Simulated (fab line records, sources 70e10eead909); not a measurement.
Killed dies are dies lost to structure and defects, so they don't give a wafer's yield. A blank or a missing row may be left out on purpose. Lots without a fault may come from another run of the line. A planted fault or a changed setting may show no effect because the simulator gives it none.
A struck lot beside a sound one | flow nand_harc | 28 steps out of a route of 1159
Sound: wafers L836.3, L836.4, L836.6. Struck: wafers L843.2, L843.3, L843.4. The cause comes at the end.
At each step with rows: each side's tool, then ch and its chambers, then its first start. Under that, the readings that differ: sound wafers | struck wafers | difference of the means | sigmas: that difference in standard deviations of wafers without a fault.
alike: readings whose means differ by less than 2 such deviations, and words and numbers that are the same on both sides. not compared: withheld readings, readings that some wafer has no value for, bounds like >300 that may hide the same value, and numbers for which the record gives no deviation and whose values overlap.
The two part at a step that has a row with sigmas, a row that says differs or no value, or rows on one side only. Numbers that don't overlap but have no deviation are shown without sigmas and don't part them. A reading that every wafer of one side lacks parts them only if that side has two wafers or more.

NHARC_A_CONTACT_ETCH_122: etches the open film in C4F8/O2/Ar, time 95 s, target depth 930 nm.
  sound on har_cap_etch-01 ch 0,1, day 17 00:53; struck on har_cap_etch-01 ch 0,1, day 17 22:16
  not compared: rf_hours_counter_h
NHARC_A_CONTACT_ETCH_123: etches the open film in C4F8/O2/Ar, time 253 s, target depth 1090 nm.
  sound on har_cap_etch-01 ch 0,1, day 17 01:03; struck on har_cap_etch-01 ch 0,1, day 17 22:21
  not compared: rf_hours_counter_h
NHARC_A_CONTACT_ETCH_90: etches the open film in CH3F/O2, target depth 40 nm, time 85.7 s.
  sound on rie_diel-08 ch 0,2,3, day 17 01:49; struck on rie_diel-08 ch 0,2,3, day 17 22:57
  alike: ch3f_flow_sccm, drypump_motor_current_A, oes_product_au, rf_vpp_V, showerhead_plenum_p_Torr, throttle_valve_pct
  not compared: rf_hours_counter_h
then, 1 step without rows for these wafers: NHARC_A_CONTACT_ETCH_96 (etches the open film in C4F6/O2, target depth 20 nm, time 10 s).
NHARC_A_CONTACT_CD_MEAS_53:
  sound on cd_sem-03, day 17 02:01; struck on cd_sem-02, day 17 23:13
  alike: cd_nm
then, 4 steps without rows for these wafers: NHARC_A_CONTACT_STRIP_99 (strips in N2/H2); NHARC_A_CONTACT_STRIP_100 (strips in CF4/CHF3); NHARC_A_CONTACT_STRIP_101 (strips in O2/COS); NHARC_A_CONTACT_ETCH_102 (etches the open film in CF4/O2, target depth 70 nm, overetch 7 nm, time 38.5 s).
NHARC_A_CONTACT_STRIP_55: strips in O2.
  sound on rie_diel-08 ch 1,2,3; struck on rie_diel-08 ch 0,2
  alike: drypump_motor_current_A, oes_product_au, rf_vpp_V, showerhead_plenum_p_Torr, throttle_valve_pct
  not compared: rf_hours_counter_h
then, 2 steps without rows for these wafers: NHARC_A_CONTACT_STRIP_56 (strips in post etch residue remover, time 600 s); NHARC_A_CONTACT_DEP_57 (deposits aC, target thk 2800 nm).
NHARC_A_CONTACT_DEP_58: deposits SiON, target thk 60 nm.
  sound on pecvd-04 ch 0,1, day 17 05:35; struck on pecvd-03 ch 0,1,2, day 18 02:40
  alike: heater_power_w, susceptor_temp_C
then, 10 steps without rows for these wafers: NHARC_A_CONTACT_DEHYDRATE_59 (time 120 s); NHARC_A_CONTACT_HMDS_60 (time 30 s); NHARC_A_CONTACT_COAT_61 (time 75 s); NHARC_A_CONTACT_COAT_62 (time 65 s); NHARC_A_CONTACT_COAT_63 (resist thk 90 nm); NHARC_A_CONTACT_SOFTBAKE_64 (time 55 s); NHARC_A_CONTACT_EBR_65; NHARC_A_CONTACT_EXPOSE_66 (exposes mask A CC 2); NHARC_A_CONTACT_PEB_67 (peb time 65 s); NHARC_A_CONTACT_DEVELOP_68 (develop time 35 s).
NHARC_A_CONTACT_CD_MEAS_69: target cd 200 nm.
  sound on cd_sem-01 ch 0, day 17 06:15; struck on cd_sem-01 ch 0, day 18 03:16
  alike: cd_nm
NHARC_A_CONTACT_OVL_MEAS_70:
  sound on overlay-02, day 17 06:20; struck on overlay-02, day 18 03:22
  reading           | sound       | struck         | difference | sigmas
  overlay_y_nm (nm) | 0.9 0.7 0.7 | -1.2 -1.1 -1.3 | -2.0       | -2
  alike: overlay_x_nm
NHARC_A_CONTACT_INSPECT_71:
  sound on defect_inspect-02, day 17 06:22; struck on defect_inspect-02, day 18 03:24
  reading          | sound  | struck      | difference | sigmas
  raw_defect_count | 8 12 7 | 910 931 941 | +918       | +66
NHARC_A_CONTACT_DESCUM_74: chemistry O2, time 3 s.
  sound on rie_diel-08 ch 0,2, day 17 06:27; struck on rie_diel-08 ch 2,3, day 18 03:28
  alike: drypump_motor_current_A, oes_product_au, rf_vpp_V, showerhead_plenum_p_Torr, throttle_valve_pct
  not compared: rf_hours_counter_h
-- the record jumps here: 3 days lie between the struck wafers' starts before and after (it left off in module A_CONTACT and takes up again in module END, whose first step shown is number 1159 of the route) --
NHARC_END_SORT_01:
  sound on prober-01 ch 0, day 20 12:26; struck on prober-01 ch 0, day 20 19:27
  reading         | sound    | struck     | difference | sigmas
  killed_at_array | 10 15 12 | 125 122 69 | +93        | +8
  killed_dies     | 13 16 16 | 129 124 74 | +94        | +9
  alike: killed_at_other, killed_at_periphery, killed_open, killed_short

WHERE THEY PART
First at NHARC_A_CONTACT_OVL_MEAS_70; last, within this record, at NHARC_END_SORT_01.

WHY: what the simulator had put in
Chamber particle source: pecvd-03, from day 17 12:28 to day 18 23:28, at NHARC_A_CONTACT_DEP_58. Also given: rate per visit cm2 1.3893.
